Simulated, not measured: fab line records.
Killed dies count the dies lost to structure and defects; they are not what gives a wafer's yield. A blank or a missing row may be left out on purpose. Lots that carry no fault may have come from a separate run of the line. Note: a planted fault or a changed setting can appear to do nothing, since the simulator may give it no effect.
Matching of chambers :: flow nand_harc :: 4 sister chambers for NHARC_A_DECK1_JOINT_CMP_02 on cmp-02
The step polishes SiOx. 16 wafers are shown with their chamber, then 8 later ones without.

WAFERS PAIRED WITH THEIR CHAMBERS
wafer: L080.3
chamber: 0
motor_current_A (A): 12.7

wafer: L080.4
chamber: 1
motor_current_A (A): 10.7

wafer: L080.5
chamber: 3
motor_current_A (A): 11.3

wafer: L082.1
chamber: 0
motor_current_A (A): 12.6

wafer: L082.4
chamber: 3
motor_current_A (A): 10.8

wafer: L082.5
chamber: 2
motor_current_A (A): 11.8

wafer: L083.2
chamber: 0
motor_current_A (A): 12.3

wafer: L083.3
chamber: 3
motor_current_A (A): 11.5

wafer: L083.4
chamber: 2
motor_current_A (A): 11.4

wafer: L085.1
chamber: 2
motor_current_A (A): 10.9

wafer: L085.2
chamber: 0
motor_current_A (A): 12.5

wafer: L085.4
chamber: 1
motor_current_A (A): 9.9

wafer: L089.3
chamber: 0
motor_current_A (A): 12.0

wafer: L089.4
chamber: 1
motor_current_A (A): 10.2

wafer: L089.6
chamber: 3
motor_current_A (A): 11.7

wafer: L092.1
chamber: 3
motor_current_A (A): 10.7

SIGNATURES (means of the wafers above)
reading: motor_current_A
chamber 0: 12.420
chamber 1: 10.267
chamber 2: 11.367
chamber 3: 11.200
scatter within a chamber: 0.387
Rule: for a wafer and a chamber, the distance is found by dividing, reading by reading, the gap between the wafer's reading and the chamber's mean by the reading's scatter, squaring, summing and taking the root. The wafer belongs to the nearest chamber; if the next one is less than 2 further off, it can't be placed. How the scatter is found: for the shown wafers, subtract from each reading the mean of its chamber, square and add these, divide the total by (wafers less chambers), then take the root.

WAFERS WITHOUT THEIR CHAMBER
wafer: L092.4
motor_current_A (A): 10.1

wafer: L092.5
motor_current_A (A): 11.7

wafer: L096.2
motor_current_A (A): 11.2

wafer: L096.4
motor_current_A (A): 12.2

wafer: L096.5
motor_current_A (A): 11.4

wafer: L097.1
motor_current_A (A): 10.6

wafer: L097.3
motor_current_A (A): 12.4

wafer: L097.4
motor_current_A (A): 12.3

CHAMBER TAKEN BY EACH
wafer: L092.4
from the rows above: 1
in truth: 1

wafer: L092.5
from the rows above: can't be placed: 2 or 3 or 0
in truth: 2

wafer: L096.2
from the rows above: can't be placed: 3 or 2
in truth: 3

wafer: L096.4
from the rows above: can't be placed: 0 or 2
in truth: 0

wafer: L096.5
from the rows above: can't be placed: 2 or 3
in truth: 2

wafer: L097.1
from the rows above: can't be placed: 1 or 3 or 2
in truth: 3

wafer: L097.3
from the rows above: 0
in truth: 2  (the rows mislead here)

wafer: L097.4
from the rows above: 0
in truth: 0
Placed correctly: 2 of 8. Can't be placed from these rows: 5 (the true chamber is among the candidates in 5). 1 placed wrongly.
